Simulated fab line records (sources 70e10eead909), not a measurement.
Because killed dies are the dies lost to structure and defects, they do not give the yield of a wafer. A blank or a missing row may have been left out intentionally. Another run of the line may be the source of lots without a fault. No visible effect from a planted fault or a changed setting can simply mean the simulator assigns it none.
Comparing a struck lot with a sound one + flow nand harc + 18 steps out of a route of 1302
Sound: wafers L522.3, L522.4, L522.6. Struck: wafer L530.6 (L530.1, L530.3, from the same lot, were not struck and are left out); the cause is given at the end.
For every step that has rows: the tool of each side, followed by ch and its chambers, followed by its first start. Under that, the readings that differ: sound wafers + struck wafers + difference of the means + sigmas: that difference in standard deviations of wafers without a fault.
alike: readings whose means differ by less than 2 such deviations, and words and numbers that are the same on both sides. not compared: withheld readings, readings that some wafer has no value for, bounds like >300 that may hide the same value, and numbers for which the record gives no deviation and whose values overlap.
The two part at a step that has a row with sigmas, a row that says differs or no value, or rows on one side only. Numbers that don't overlap but have no deviation are shown without sigmas and don't part them. A reading that every wafer of one side lacks parts them only if that side has two wafers or more.

first, 6 steps without rows for these wafers: NHARC_A_SLIT_COAT_03 (resist thk 90 nm); NHARC_A_SLIT_SOFTBAKE_04 (time 55 s); NHARC_A_SLIT_EBR_05; NHARC_A_SLIT_EXPOSE_06 (exposes mask SLIT); NHARC_A_SLIT_PEB_07 (peb time 65 s); NHARC_A_SLIT_DEVELOP_08 (develop time 35 s).
NHARC_A_SLIT_CD_MEAS_09 targets a cd of 300 nm.
  sound on cd sem-03 ch 0, day 22 20:52; struck on cd sem-01 ch 0, day 26 11:35
| reading    | sound             | struck | difference | sigmas |
|------------|-------------------|--------|------------|--------|
| cd nm (nm) | 301.9 299.9 300.4 | 299.0  | -1.7       | -3     |
NHARC_A_SLIT_OVL_MEAS_10:
  struck on overlay-01, day 26 11:40; sound on overlay-02, day 22 20:57
  alike: overlay x nm, overlay y nm
NHARC_A_SLIT_INSPECT_11:
  struck on defect inspect-02, day 26 11:42; sound on defect inspect-02, day 22 20:59
  alike: raw defect count
NHARC_A_SLIT_DESCUM_14: chemistry O2, time 3 s.
  sound on rie diel-01 ch 0,2, day 22 21:03; struck on rie diel-07 ch 2, day 26 11:46
  alike: drypump motor current A, o2 flow sccm, oes product au, rf vpp V, showerhead plenum p Torr, throttle valve pct
  not compared: rf hours counter h
NHARC_A_SLIT_ETCH_24: etches the open film in CF4/CHF3, target depth 121 nm, time 60.5 s.
  sound on rie diel-01 ch 0,1,2, day 22 21:09; struck on rie diel-07 ch 3, day 26 11:51
  alike: cf4 flow sccm, drypump motor current A, oes product au, rf vpp V, showerhead plenum p Torr, throttle valve pct
  not compared: rf hours counter h
NHARC_A_SLIT_ETCH_15: etches the open film in O2/COS, target depth 6200 nm, time 1612 s.
  sound: rie diel-01 ch 2,3; struck: rie diel-07 ch 1
  alike: drypump motor current A, o2 flow sccm, oes product au, rf vpp V, showerhead plenum p Torr, throttle valve pct
  not compared: rf hours counter h
NHARC_A_SLIT_ETCH_17: etches the open film in C4F8/O2/Ar, time 4254.5 s, target depth 20300 nm.
  sound on har etch-02 ch 0,1, day 22 23:38; struck on har etch-02 ch 0, day 26 17:07
| reading                 | sound                | struck | difference | sigmas |
|-------------------------|----------------------|--------|------------|--------|
| throttle valve pct (%)  | 32.037 32.045 32.024 | 32.055 | +0.020     | +2     |
| model.A_SLIT.cd nm (nm) | 289.3 289.3 289.3    | 285.2  | -4.1       |        |
  alike: drypump motor current A, o2 flow sccm, showerhead plenum p Torr
  not compared: rf hours counter h
NHARC_A_SLIT_ETCH_26: etches the open film in C4F8/O2/Ar, time 90 s, target depth 400 nm.
  sound on har etch-02 ch 0,1, day 23 02:05; struck on har etch-02 ch 0, day 26 17:44
  alike: drypump motor current A, o2 flow sccm, showerhead plenum p Torr, throttle valve pct
  not compared: rf hours counter h
then, 1 step without rows for these wafers: NHARC_A_SLIT_STRIP_28 (strips in O2/COS).
NHARC_A_SLIT_ETCH_29: etches the open film in CF4/O2, target depth 100 nm, overetch 10 nm, time 55 s.
  sound on rie diel-01 ch 1,3, day 23 02:55; struck on rie diel-02 ch 2, day 26 18:38
| reading                 | sound             | struck | difference | sigmas |
|-------------------------|-------------------|--------|------------|--------|
| oes product au (a.u.)   | 1.021 0.987 1.010 | 1.035  | +0.029     | +2     |
| model.A_SLIT.cd nm (nm) | 289.2 288.4 289.3 | 287.9  | -1.1       |        |
  alike: cf4 flow sccm, drypump motor current A, o2 flow sccm, rf vpp V, showerhead plenum p Torr, throttle valve pct
  not compared: rf hours counter h
NHARC_A_SLIT_STRIP_18: strips in O2.
  sound: rie diel-01 ch 2,3; struck: rie diel-02 ch 1
  alike: drypump motor current A, o2 flow sccm, oes product au, rf vpp V, showerhead plenum p Torr, throttle valve pct
  not compared: rf hours counter h
-- break in the record here, with 5 days between the starts of the struck wafers on either side (left off in module A_SLIT, picked up again in module END, where the first step shown is number 1302 on the route) --
NHARC_END_SORT_01:
  sound on prober-01 ch 0, day 27 09:43; struck on prober-01 ch 0, day 31 15:22
  alike: killed at array, killed at other, killed at periphery, killed dies, killed open, killed short

== WHERE THEY PART ==
Earliest at NHARC_A_SLIT_CD_MEAS_09; latest, in this record, at NHARC_A_SLIT_ETCH_29. Later steps at which nothing parts them and some readings are alike: NHARC_A_SLIT_STRIP_18, NHARC_END_SORT_01.

WHY: what the simulator had put in
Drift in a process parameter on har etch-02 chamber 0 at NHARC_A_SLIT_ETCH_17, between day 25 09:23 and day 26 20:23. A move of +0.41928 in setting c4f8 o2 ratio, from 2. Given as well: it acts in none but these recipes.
